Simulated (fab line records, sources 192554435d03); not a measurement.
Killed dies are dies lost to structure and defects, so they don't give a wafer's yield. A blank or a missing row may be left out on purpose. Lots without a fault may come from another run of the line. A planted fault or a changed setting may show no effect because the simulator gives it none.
One fault seen from 3 desks | flow n5_finfet | each desk has only its own numbers; what lay behind them comes last

THE DEFECT DESK
What the inspections along the route counted, lot by lot: means of the sampled wafers that have a number. A lot is out of limits, marked OUT, if its mean lies more than 4 standard deviations from the usual mean; the brackets give that distance.
Columns: A = raw_defect_count at N5_BEOL_M15_INSPECT_12, usual 2.0; B = raw_defect_count at N5_BEOL_M15_INSPECT_30, usual 1.9
lot  | first seen here | A   | B
L739 | day 12 17:27    | 1.7 | 1.0
L742 | day 13 18:29    | 1.0 | 3.0
L746 | day 16 12:24    | 1.7 | 1.7
L751 | day 16 17:31    | 3.0 | 2.3
L745 | day 17 02:24    | 1.3 | 2.3
L758 | day 19 19:52    | 0.7 | 3.0
This desk's finding: nothing out of limits on any of the 6 lots.

THE METROLOGY DESK
What the gauges read, lot by lot, whatever tool the lot ran on: means of the sampled wafers that have a number. A lot is out of limits, marked OUT, if its mean lies more than 4 standard deviations from the usual mean; the brackets give that distance.
Columns: A = cd_nm at N5_BEOL_M15_CD_MEAS_17, usual 361.3 nm; B = cd_nm at N5_BEOL_M15_CD_MEAS_28, usual 408.0 nm; C = M15_OVL at N5_BEOL_M15_OVL_MEAS_29, usual 1 nm
lot  | first seen here | A     | B     | C
L739 | day 12 17:59    | 361.3 | 407.9 | 1
L742 | day 13 19:01    | 362.1 | 405.2 | 4
L746 | day 16 12:56    | 361.1 | 409.9 | 1
L751 | day 16 18:05    | 361.5 | 409.5 | 1
L745 | day 17 02:59    | 363.3 | 406.9 | -2
L758 | day 19 20:25    | 361.2 | 409.4 | -6
This desk's finding: nothing out of limits on any of the 6 lots.

THE TOOL OWNER'S DESK: litho_track-04
The tool's own readings at N5_BEOL_M15_COAT_22 (resist thk 800 nm): means of the sampled wafers that have a number, for each lot that ran on this tool. A lot is out of limits, marked OUT, if its mean lies more than 4 standard deviations from the usual mean; the brackets give that distance.
Columns: A = spin_speed_rpm at N5_BEOL_M15_COAT_22, usual 1704.1 rpm
lot  | first seen here | A
L739 | day 12 18:37    | 1703.6
L746 | day 16 13:32    | 1606.9 (-88) OUT
L745 | day 17 03:37    | 1606.7 (-89) OUT
This desk's finding: out of limits on L745, L746; first on L746, day 16 13:32 (spin_speed_rpm at N5_BEOL_M15_COAT_22). In limits: L739.

PUT TOGETHER
The tool owner's desk could have raised an alarm at day 16 13:32, on L745, L746.
The defect desk saw nothing out of limits.
The metrology desk saw nothing out of limits.
The defect desk has L745, L746 on record, within its limits.
The metrology desk has L745, L746 on record, within its limits.
Of the lots named, all ran N5_BEOL_M15_COAT_22 on litho_track-04.

WHAT THE SIMULATOR HAD PUT IN
Process parameter drift: litho_track-04, from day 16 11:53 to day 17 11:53, at N5_BEOL_M15_COAT_22. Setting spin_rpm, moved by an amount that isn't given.
Lots struck among those shown: L745, L746.
Hours from the fault's start to each desk's first reading out of limits: the tool owner's desk, 2.
